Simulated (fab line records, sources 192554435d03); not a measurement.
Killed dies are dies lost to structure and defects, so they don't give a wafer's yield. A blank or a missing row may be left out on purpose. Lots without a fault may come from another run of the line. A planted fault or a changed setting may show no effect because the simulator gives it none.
fab line records | flow n5_finfet | part 1 of 2: steps 1 to 4 of 6
record lots=23 wafers=69 last_day=18
route steps=1938 shown PMOS_HMC_CHANNEL_EPI@68 FIN_SAQP@100 FIN_CUT@172
lots that met no fault: from a run of the same line without faults
start_h: hours from the record's first day to the start of the lot's first wafer shown | wait_h: hours since the lot's step before | " the same as in the row above | L1.1+2: a row that stands for several wafers | - no value, or no start given | * or withheld: withheld | < > ~ a bound
route shown NAME@n: a module of which the file shows steps, and the number in the route of the first | usual: mean/standard deviation of fault-free wafers | same: alike in all rows | chamber/n: place in a boat | sites: the reading at each site | _std_site: their standard deviation | _edge_site: outer sites' mean less inner sites' | radius_mm: how far each site lies from the wafer's centre | mask NAME#n: copy n | behind: the tool/chamber that last shaped the wafer | hold: why the lot was held/for how many hours/how that ended | device: the transistor (n, p or np) that didn't switch | end of line: the same wafers' tests at the end of the route | a step without rows: its recipe alone | killed: dies lost to structure and defects at the first sort, not the wafer's yield | map: a wafer's dies, x killed, . not, _ none there
set.NAME: the setting as run; set.NAME@STEP: as run at that earlier step | model.NAME: the simulator's own value behind a step, which no gauge read
steps of the route over a sample of lots; a table a step, a row a wafer
services: from which hour (start_h, from the record's first day; less than 0 if before it) a tool's chamber was out of use, for how many hours, and why
## steps
# step N5_PMOS_HMC_CHANNEL_EPI_DESCUM_14
# recipe chemistry=O2 time_s=7.9 source_power_w=50 bias_power_w=20 pressure_mtorr=20 rf_frequency_hz=2.712e+07 temp_c=40 resist=CAR-ArF-block o2_flow_sccm=225
# usual bias_power_w=20.01/0.055 chamber_pressure_mTorr=20.000/0.018 drypump_motor_current_A=5.8/0.49 oes_product_au=0.79/0.081 rf_vpp_V=243.6/1.2 showerhead_plenum_p_Torr=2.12/0.07 throttle_valve_pct=20.4/0.32
# columns lot.wafer tool chamber start_h wait_h bias_power_w chamber_pressure_mTorr drypump_motor_current_A oes_product_au rf_hours_counter_h rf_vpp_V showerhead_plenum_p_Torr throttle_valve_pct
L074.1 rie_diel-04 3 17.41 0.0 19.96 19.998 5.7 0.73 201 243.2 2.17 20.2
L074.3 " 1 " " 20.00 19.975 6.3 0.77 141 243.3 2.18 20.0
L074.6 " 1 " " 20.07 19.990 6.3 0.78 - 244.1 2.18 20.0
L076.2 rie_diel-04 3 29.70 0.0 19.96 20.028 5.7 0.72 204 243.5 2.17 20.2
L076.3 " 0 " " 19.98 20.007 5.6 0.77 136 243.3 2.10 20.7
L076.6 " 0 " " 20.00 19.994 5.6 0.77 - 242.9 2.09 20.7
L077.1 rie_diel-03 0 35.22 0.0 20.02 20.003 5.9 0.80 118 242.5 2.11 20.4
L077.2 " 3 " " 20.05 19.997 5.6 0.69 247 242.3 1.98 20.5
L077.4 " 2 " " 20.01 19.984 5.0 0.86 59 242.6 2.13 20.6
L078.1 rie_diel-02 2 42.17 0.2 19.96 19.999 6.6 0.71 243 244.2 2.13 20.1
L078.2 " 3 " " 20.00 19.994 6.6 0.67 245 240.7 1.97 20.7
L078.6 " 3 " " 20.02 20.005 6.6 0.67 - 241.0 1.97 20.7
L079.1 rie_diel-02 1 47.93 0.2 20.02 19.983 5.4 0.92 17 243.7 2.12 19.9
L079.3 " 0 " " 19.99 20.014 5.1 0.74 154 242.8 2.08 20.7
L079.5 " 3 " " 20.04 19.993 6.6 0.67 - 241.9 1.97 20.7
L080.2 rie_diel-03 1 53.88 0.0 20.07 20.006 6.0 0.78 130 242.4 2.01 20.5
L080.3 " 2 " " 19.97 20.010 5.0 0.85 65 243.6 2.13 20.6
L080.4 " 0 " " 19.95 20.021 5.9 0.79 - 245.6 2.10 20.4
L081.1 rie_diel-04 3 59.81 0.0 19.90 19.979 5.7 0.71 213 243.5 2.17 20.2
L081.3 " 2 " " 19.90 20.011 5.7 0.76 114 244.8 2.21 20.8
L081.6 " 2 " " 19.88 20.036 5.8 0.77 - 244.8 2.21 20.8
L082.2 rie_diel-04 3 66.00 0.6 19.94 20.024 5.8 0.70 215 244.8 2.17 20.3
L082.3 " 2 " " 20.07 20.020 5.7 0.76 116 245.5 2.21 20.8
L082.6 " 3 " " 19.99 20.012 5.8 0.71 - 244.3 2.17 20.2
L083.3 rie_diel-04 2 71.76 0.0 20.02 19.955 5.7 0.75 118 244.3 2.21 20.8
L083.4 " 1 " " 19.92 20.018 6.3 0.75 156 245.1 2.17 20.0
L083.5 " 3 " " 20.05 20.001 5.7 0.71 - 244.4 2.17 20.2
L084.1 rie_diel-02 1 77.38 0.0 20.04 20.030 5.4 0.90 27 244.3 2.11 19.9
L084.2 " 0 " " 19.97 20.002 5.1 0.73 165 243.7 2.08 20.7
L084.5 " 2 " " 19.96 19.969 6.6 0.71 - 244.3 2.13 20.1
L085.2 rie_diel-04 0 83.84 0.0 20.07 19.987 5.6 0.74 153 243.6 2.09 20.7
L085.5 " 1 " " 20.05 20.010 6.3 0.76 - 244.2 2.17 20.0
L085.6 " 0 " " 20.01 19.955 5.6 0.75 - 243.9 2.09 20.8
L086.1 rie_diel-03 2 89.82 0.0 20.14 20.016 5.0 0.83 77 243.9 2.13 20.6
L086.2 " 0 " " 19.97 20.006 5.9 0.78 136 243.5 2.10 20.4
L086.5 " 2 " " 20.04 20.026 5.0 0.83 - 244.4 2.13 20.6
L087.2 rie_diel-04 3 95.56 0.0 19.94 19.994 5.7 0.70 225 244.4 2.16 20.3
L087.4 " 0 " " 20.05 20.010 5.6 0.74 157 242.7 2.09 20.8
L087.6 " 3 " " 20.02 20.013 5.7 0.71 - 243.7 2.16 20.3
L088.1 rie_diel-03 0 101.70 0.0 20.02 19.993 5.9 0.78 139 242.4 2.10 20.4
L088.5 " 3 " " 20.00 20.011 5.7 0.93 - 245.1 2.24 20.2
L088.6 " 0 " " 20.02 19.987 5.9 0.78 - 241.4 2.10 20.4
L089.2 rie_diel-02 0 108.45 0.1 19.96 19.974 5.1 0.72 177 242.4 2.07 20.7
L089.4 " 3 " " 19.98 20.010 6.6 0.97 8 244.5 2.23 20.2
L089.6 " 3 " " 19.91 19.993 6.6 0.97 - 246.1 2.23 20.2
L090.1 rie_diel-04 0 113.88 0.4 19.94 19.990 5.6 0.73 162 244.3 2.09 20.8
L090.2 " 2 " " 20.08 19.989 5.7 0.76 132 243.1 2.20 20.8
L090.6 " 0 " " 19.98 19.980 5.6 0.74 - 243.8 2.09 20.8
L091.4 rie_diel-03 1 119.84 0.0 20.10 20.027 6.0 0.76 150 241.8 2.00 20.5
L091.5 " 1 " " 19.91 20.018 6.0 0.76 - 242.4 2.00 20.5
L091.6 " 2 " " 20.09 20.008 5.0 0.82 - 241.4 2.12 20.6
L092.1 rie_diel-03 0 125.59 0.5 20.02 19.976 5.9 0.77 145 242.8 2.10 20.4
L092.2 " 3 " " 20.09 19.992 5.6 0.91 16 245.1 2.23 20.2
L092.4 " 1 " " 20.11 19.984 6.0 0.75 151 241.6 2.00 20.5
L093.1 rie_diel-02 3 131.94 0.0 20.08 19.983 6.6 0.95 15 246.2 2.23 20.3
L093.3 " 0 " " 19.99 20.020 5.1 0.72 184 242.6 2.07 20.8
L093.4 " 1 " " 20.02 20.028 5.4 0.86 46 243.0 2.11 19.9
L094.1 rie_diel-02 2 137.90 0.0 20.03 20.040 6.6 0.96 8 244.6 2.12 19.7
L094.3 " 1 " " 19.95 19.984 5.4 0.86 48 243.5 2.10 19.9
L094.6 " 3 " " 19.96 20.000 6.6 0.95 - 245.4 2.22 20.2
L095.2 rie_diel-03 0 143.26 0.0 19.98 19.988 5.9 0.77 149 243.2 2.09 20.4
L095.4 " 3 " " 20.08 19.972 5.6 0.91 20 246.2 2.23 20.2
L095.5 " 2 " " 20.13 20.010 5.0 0.82 - 243.3 2.12 20.6
L096.1 rie_diel-02 0 149.48 0.1 20.02 20.006 5.1 0.71 189 243.7 2.07 20.8
L096.4 " 2 " " 20.08 20.032 6.6 0.94 12 243.4 2.12 19.8
L096.5 " 0 " " 20.02 19.950 5.1 0.72 - 242.2 2.07 20.8
L097.1 rie_diel-03 2 154.93 0.0 19.97 19.986 5.1 0.82 95 243.5 2.12 20.6
L097.4 " 1 " " 20.00 19.995 6.0 0.76 160 243.0 2.00 20.6
L097.6 " 3 " " 20.09 20.011 5.6 0.89 - 247.1 2.23 20.2
# step N5_PMOS_HMC_CHANNEL_EPI_CMP_21
# recipe material=SiGe30 post_cmp_clean=alkaline_brush target_thk_nm=54
# usual motor_current_A=12.2/1.5
# columns lot.wafer tool chamber start_h wait_h motor_current_A
L074.1 cmp-04 3 19.81 0.1 9.7
L074.3 " 0 " " 9.9
L074.6 " 2 " " 13.9
L076.2 cmp-03 2 31.69 0.0 12.4
L076.3 " 1 " " 13.3
L076.6 " 3 " " 12.4
L077.2 cmp-04 3 37.59 0.0 10.0
L077.4 " 0 " " 10.0
L077.1 " 2 " " 13.2
L078.1 cmp-04 0 44.13 0.0 10.0
L078.2 " 2 " " 13.3
L078.6 " 0 " " 9.4
L079.1 cmp-04 1 50.46 0.2 13.5
L079.3 " 2 " " 13.7
L079.5 " 0 " " 9.0
L080.2 cmp-03 2 56.29 0.1 12.9
L080.3 " 3 " " 11.2
L080.4 " 0 " " 13.4
L081.3 cmp-04 2 63.44 0.0 13.3
L081.1 " 0 " " 9.5
L081.6 " 3 " " 10.9
L082.2 cmp-02 2 68.44 0.1 13.3
L082.3 " 3 " " 11.1
L082.6 " 0 " " 14.1
L083.3 cmp-03 2 74.16 0.1 11.6
L083.4 " 0 " " 13.6
L083.5 " 2 " " 12.4
L084.1 cmp-02 0 79.83 0.1 14.0
L084.2 " 1 " " 11.7
L084.5 " 3 " " 11.5
L085.2 cmp-02 2 86.81 0.1 14.0
L085.5 " 0 " " 14.6
L085.6 " 1 " " 12.1
L086.2 cmp-02 1 92.26 0.1 11.7
L086.1 " 2 " " 13.3
L086.5 " 3 " " 10.9
L087.4 cmp-02 2 99.20 0.1 14.0
L087.2 " 3 " " 11.9
L087.6 " 1 " " 11.8
L088.1 cmp-02 3 104.11 0.1 11.7
L088.6 " 2 " " 14.5
L088.5 " 3 " " 11.0
L089.2 cmp-03 2 110.91 0.0 12.1
L089.4 " 1 " " 12.8
L089.6 " 3 " " 11.5
L090.1 cmp-02 1 116.63 0.1 12.3
L090.2 " 3 " " 11.4
L090.6 " 1 " " 12.1
L091.4 cmp-04 2 122.31 0.1 13.6
L091.5 " 3 " " 10.3
L091.6 " 0 " " 9.6
L092.1 cmp-04 2 127.55 0.0 13.6
L092.2 " 3 " " 9.8
L092.4 " 1 " " 12.7
L093.4 cmp-04 0 134.84 0.0 9.7
L093.1 " 1 " " 13.7
L093.3 " 2 " " 13.6
L094.1 cmp-03 3 140.30 0.1 12.3
L094.3 " 1 " " 12.7
L094.6 " 3 " " 11.6
L095.4 cmp-04 0 145.63 0.0 9.7
L095.2 " 3 " " 10.1
L095.5 " 1 " " 13.8
L096.1 cmp-02 0 151.84 0.0 14.3
L096.4 " 2 " " 14.2
L096.5 " 0 " " 13.3
L097.1 cmp-03 1 156.89 0.0 12.4
L097.4 " 3 " " 11.7
L097.6 " 1 " " 12.7
# step N5_PMOS_HMC_CHANNEL_EPI_EPI_26
# recipe material=Si target_thk_a=38 temp_c=650 precursor=SiH4/H2 pressure_torr=20 time_s=22.7
# usual throttle_valve_pct=11.37/0.24
# columns lot.wafer tool chamber start_h wait_h throttle_valve_pct
L074.1 epi_rpcvd-03 0 20.18 0.0 11.70
L074.3 " 0 " " 11.52
L074.6 " 0 " " 11.74
L076.2 epi_rpcvd-02 0 32.16 0.1 11.36
L076.3 " 0 " " 11.19
L076.6 " 0 " " 11.14
L077.1 epi_rpcvd-03 0 37.99 0.0 11.54
L077.2 " 0 " " 11.61
L077.4 " 0 " " 11.44
L078.1 epi_rpcvd-03 0 44.54 0.0 11.64
L078.2 " 0 " " 11.46
L078.6 " 0 " " 11.55
L079.1 epi_rpcvd-02 0 50.83 0.0 11.27
L079.3 " 0 " " 11.30
L079.5 " 0 " " 11.39
L080.2 epi_rpcvd-01 0 56.78 0.2 11.15
L080.3 " 0 " " 11.31
L080.4 " 0 " " 11.12
L081.1 epi_rpcvd-03 0 63.84 0.0 11.68
L081.3 " 0 " " 11.59
L081.6 " 0 " " 11.38
L082.2 epi_rpcvd-02 0 68.86 0.1 11.22
L082.3 " 0 " " 11.32
L082.6 " 0 " " 11.43
L083.3 epi_rpcvd-01 0 74.70 0.2 11.16
L083.4 " 0 " " 11.20
L083.5 " 0 " " 11.30
L084.1 epi_rpcvd-01 0 80.15 0.0 11.51
L084.2 " 0 " " 11.60
L084.5 " 0 " " 10.90
L085.2 epi_rpcvd-02 0 87.21 0.1 10.85
L085.5 " 0 " " 11.23
L085.6 " 0 " " 11.45
L086.1 epi_rpcvd-03 0 92.58 0.0 11.73
L086.2 " 0 " " 11.43
L086.5 " 0 " " 11.72
L087.2 epi_rpcvd-02 0 99.64 0.1 11.23
L087.4 " 0 " " 11.12
L087.6 " 0 " " 11.24
L088.1 epi_rpcvd-03 0 104.52 0.0 11.86
L088.5 " 0 " " 11.41
L088.6 " 0 " " 11.57
L089.2 epi_rpcvd-01 0 111.38 0.1 11.52
L089.4 " 0 " " 11.43
L089.6 " 0 " " 11.03
L090.1 epi_rpcvd-02 0 117.03 0.0 11.17
L090.2 " 0 " " 11.40
L090.6 " 0 " " 11.18
L091.4 epi_rpcvd-01 0 122.80 0.2 11.37
L091.5 " 0 " " 11.06
L091.6 " 0 " " 11.36
L092.1 epi_rpcvd-02 0 127.95 0.0 11.03
L092.2 " 0 " " 11.11
L092.4 " 0 " " 11.46
L093.1 epi_rpcvd-03 0 135.24 0.0 11.73
L093.3 " 0 " " 11.60
L093.4 " 0 " " 11.59
L094.1 epi_rpcvd-01 0 140.67 0.0 11.14
L094.3 " 0 " " 11.20
L094.6 " 0 " " 11.44
L095.2 epi_rpcvd-02 0 146.08 0.1 11.45
L095.4 " 0 " " 11.23
L095.5 " 0 " " 11.12
L096.1 epi_rpcvd-02 0 152.24 0.0 11.24
L096.4 " 0 " " 11.19
L096.5 " 0 " " 11.10
L097.1 epi_rpcvd-03 0 157.30 0.0 11.65
L097.4 " 0 " " 11.58
L097.6 " 0 " " 11.61
# step N5_FIN_SAQP_PECVD_06
# recipe material=a-Si target_thk_a=600 temp_c=400 precursor=SiH4/He pressure_torr=3 rf_w=100 time_s=48.1
# usual heater_power_w=849/120 showerhead_plenum_p_Torr=5.65/0.051 throttle_valve_pct=18.0/0.8
# columns lot.wafer tool chamber start_h wait_h heater_power_w showerhead_plenum_p_Torr throttle_valve_pct
L074.1 pecvd-04 0 22.02 0.0 1059 5.64 18.3
L074.3 " 2 " " 935 5.57 18.3
L074.6 " 0 " " 1053 5.64 18.1
L076.2 pecvd-01 2 33.35 0.0 947 5.71 17.2
L076.3 " 1 " " 663 5.59 18.1
L076.6 " 2 " " 985 5.69 17.1
L077.1 pecvd-04 2 39.11 0.0 954 5.56 18.2
L077.2 " 1 " " 849 5.62 16.9
L077.4 " 1 " " 848 5.62 17.3
L078.1 pecvd-03 1 45.78 0.0 860 5.68 18.1
L078.2 " 2 " " 966 5.73 16.5
L078.6 " 2 " " 953 5.74 16.3
L079.1 pecvd-01 2 52.30 0.0 997 5.70 17.2
L079.3 " 1 " " 736 5.59 18.2
L079.5 " 0 " " 803 5.64 18.5
L080.2 pecvd-04 1 59.00 0.0 822 5.61 17.3
L080.3 " 0 " " 900 5.64 18.2
L080.4 " 2 " " 875 5.58 18.2
L081.1 pecvd-01 0 65.26 0.0 775 5.64 18.7
L081.3 " 1 " " 735 5.60 18.1
L081.6 " 1 " " 759 5.59 18.3
L082.2 pecvd-03 2 70.21 0.0 960 5.74 16.4
L082.3 " 0 " " 698 5.63 19.3
L082.6 " 0 " " 685 5.63 19.2
L083.3 pecvd-03 2 75.87 0.0 999 5.73 16.4
L083.4 " 0 " " 720 5.64 19.2
L083.5 " 1 " " 799 5.69 18.0
L084.1 pecvd-03 1 81.72 0.0 788 5.70 18.2
L084.2 " 2 " " 959 5.75 16.5
L084.5 " 1 " " 783 5.69 18.0
L085.2 pecvd-04 0 88.44 0.0 1053 5.67 18.4
L085.5 " 2 " " 1023 5.55 18.4
L085.6 " 0 " " 1068 5.65 18.5
L086.1 pecvd-03 0 93.80 0.0 697 5.65 19.5
L086.2 " 1 " " 823 5.67 18.4
L086.5 " 2 " " 969 5.74 16.9
L087.2 pecvd-01 2 100.79 0.0 948 5.72 17.4
L087.4 " 1 " " 719 5.59 18.3
L087.6 " 2 " " 948 5.71 17.1
L088.1 pecvd-03 2 105.76 0.0 862 5.75 16.6
L088.5 " 1 " " 833 5.69 18.1
L088.6 " 0 " " 627 5.65 19.3
L089.2 pecvd-04 0 112.67 0.0 1040 5.65 18.1
L089.4 " 2 " " 1011 5.56 18.5
L089.6 " 2 " " 1027 5.56 18.4
L090.1 pecvd-04 2 118.55 0.0 906 5.57 18.2
L090.2 " 1 " " 813 5.62 17.6
L090.6 " 2 " " 907 5.56 18.4
L091.4 pecvd-01 1 124.92 0.0 728 5.60 18.0
L091.5 " 0 " " 760 5.64 18.7
L091.6 " 2 " " 988 5.71 17.0
L092.1 pecvd-01 1 129.29 0.0 747 5.60 18.0
L092.2 " 0 " " 885 5.64 18.8
L092.4 " 1 " " 751 5.59 18.1
L093.1 pecvd-01 2 137.18 0.0 910 5.71 17.3
L093.3 " 1 " " 706 5.60 18.0
L093.4 " 2 " " 869 5.69 17.4
L094.1 pecvd-03 2 143.36 0.0 898 5.73 16.6
L094.3 " 1 " " 839 5.68 18.2
L094.6 " 1 " " 831 5.69 18.2
L095.2 pecvd-01 1 147.80 0.0 685 5.60 17.9
L095.4 " 0 " " 872 5.65 18.8
L095.5 " 2 " " 993 5.70 17.3
L096.1 pecvd-01 2 153.36 0.0 931 5.70 17.5
L096.4 " 2 " " 969 5.72 17.3
L096.5 " 1 " " 782 5.59 18.0
L097.1 pecvd-01 2 158.43 0.0 833 5.71 17.7
L097.4 " 2 " " 851 5.70 17.6
L097.6 " 0 " " 851 5.65 18.5
